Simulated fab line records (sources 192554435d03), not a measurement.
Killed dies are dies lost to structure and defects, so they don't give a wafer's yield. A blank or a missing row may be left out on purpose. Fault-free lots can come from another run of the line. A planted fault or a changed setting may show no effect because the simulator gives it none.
2 desks, one fault :: flow n5_finfet :: numbers are kept per desk, each desk with only its own; the story behind them comes last

## AT THE METROLOGY DESK
Means of the sampled wafers that have a number, per lot and without regard to the tool the lot ran on: this is what the gauges read. Marked OUT: a lot whose mean sits more than 4 standard deviations from the usual mean, which makes it out of limits; the brackets give that distance. Only the readings that lie furthest out on some lot appear, 7 of the 10 it has.
Columns: A = DIBL_P at N5_BEOL_M4_RC_MEAS_101, usual 36.7 mV/V; B = IOFF_P at N5_BEOL_M4_RC_MEAS_101, usual 0.22 nA/um; C = ION_N at N5_BEOL_M4_RC_MEAS_101, usual 672 uA/um; D = ION_P at N5_BEOL_M4_RC_MEAS_101, usual 462 uA/um; E = SS_N at N5_BEOL_M4_RC_MEAS_101, usual 71.6 mV/dec; F = VT_N at N5_BEOL_M4_RC_MEAS_101, usual 250 mV; G = VT_P at N5_BEOL_M4_RC_MEAS_101, usual -250 mV
lot: L426
first seen here: day 9 11:10
A: 37.4
B: 0.27
C: 670
D: 470
E: 70.7
F: 248
G: -245

lot: L430
first seen here: day 9 15:41
A: 34.7
B: 0.16
C: 657
D: 448
E: 71.1
F: 255
G: -257

lot: L428
first seen here: day 10 02:23
A: 34.8
B: 0.21
C: 684
D: 477
E: 70.6
F: 251
G: -249

lot: L434
first seen here: day 10 22:46
A: 36.4
B: 0.21
C: 674
D: 464
E: 71.4
F: 253
G: -249

lot: L436
first seen here: day 11 17:17
A: 32.9
B: 0.16
C: 649
D: 447
E: 71.5
F: 256
G: -252

lot: L442
first seen here: day 13 03:19
A: 39.1
B: 0.27
C: 667
D: 462
E: 72.3
F: 248
G: -247

lot: L445
first seen here: day 13 09:16
A: 38.1
B: 0.25
C: 678
D: 462
E: 71.9
F: 248
G: -248

lot: L447
first seen here: day 14 14:19
A: 35.2
B: 0.22
C: 676
D: 466
E: 71.4
F: 250
G: -249

lot: L449
first seen here: day 14 16:10
A: 38.7
B: 0.24
C: 681
D: 465
E: 71.9
F: 249
G: -249
This desk's verdict: no lot among the 9 shows anything out of limits.

## TOOL OWNER'S DESK, rie_diel-04
The tool's own readings at N5_SD_EPI_N_ETCHBACK_44 (etches SiNx in CH3F/O2, stops on SiO2, target depth 14.5 nm): means of the sampled wafers that have a number, for each lot that ran on this tool. Marked OUT: a lot whose mean sits more than 4 standard deviations from the usual mean, which makes it out of limits; the brackets give that distance.
Columns: A = CH3F_flow_sccm at N5_SD_EPI_N_ETCHBACK_44, usual 29.99 sccm; B = drypump_motor_current_A at N5_SD_EPI_N_ETCHBACK_44, usual 5.8 A; C = oes_product_au at N5_SD_EPI_N_ETCHBACK_44, usual 0.64 a.u.; D = rf_vpp_V at N5_SD_EPI_N_ETCHBACK_44, usual 299 V; E = showerhead_plenum_p_Torr at N5_SD_EPI_N_ETCHBACK_44, usual 2.01 Torr; F = throttle_valve_pct at N5_SD_EPI_N_ETCHBACK_44, usual 16.39 %
lot: L428
first seen here: day 3 17:44
A: 29.94
B: 5.7
C: 0.64
D: 297
E: 2.03
F: 16.54

lot: L434
first seen here: day 5 02:10
A: 30.01
B: 5.8
C: 0.66
D: 293
E: 1.98
F: 16.29

lot: L442
first seen here: day 7 00:12
A: 30.00
B: 5.6
C: 0.63
D: 291
E: 1.98
F: 16.21

lot: L445
first seen here: day 7 18:29
A: 29.97
B: 5.8
C: 0.63
D: 292
E: 1.97
F: 16.33
This desk's verdict: no lot among the 4 shows anything out of limits.

## TAKEN TOGETHER
The metrology desk saw nothing out of limits.
Nothing out of limits was seen by the tool owner's desk.

## WHAT THE SIMULATOR PUT IN
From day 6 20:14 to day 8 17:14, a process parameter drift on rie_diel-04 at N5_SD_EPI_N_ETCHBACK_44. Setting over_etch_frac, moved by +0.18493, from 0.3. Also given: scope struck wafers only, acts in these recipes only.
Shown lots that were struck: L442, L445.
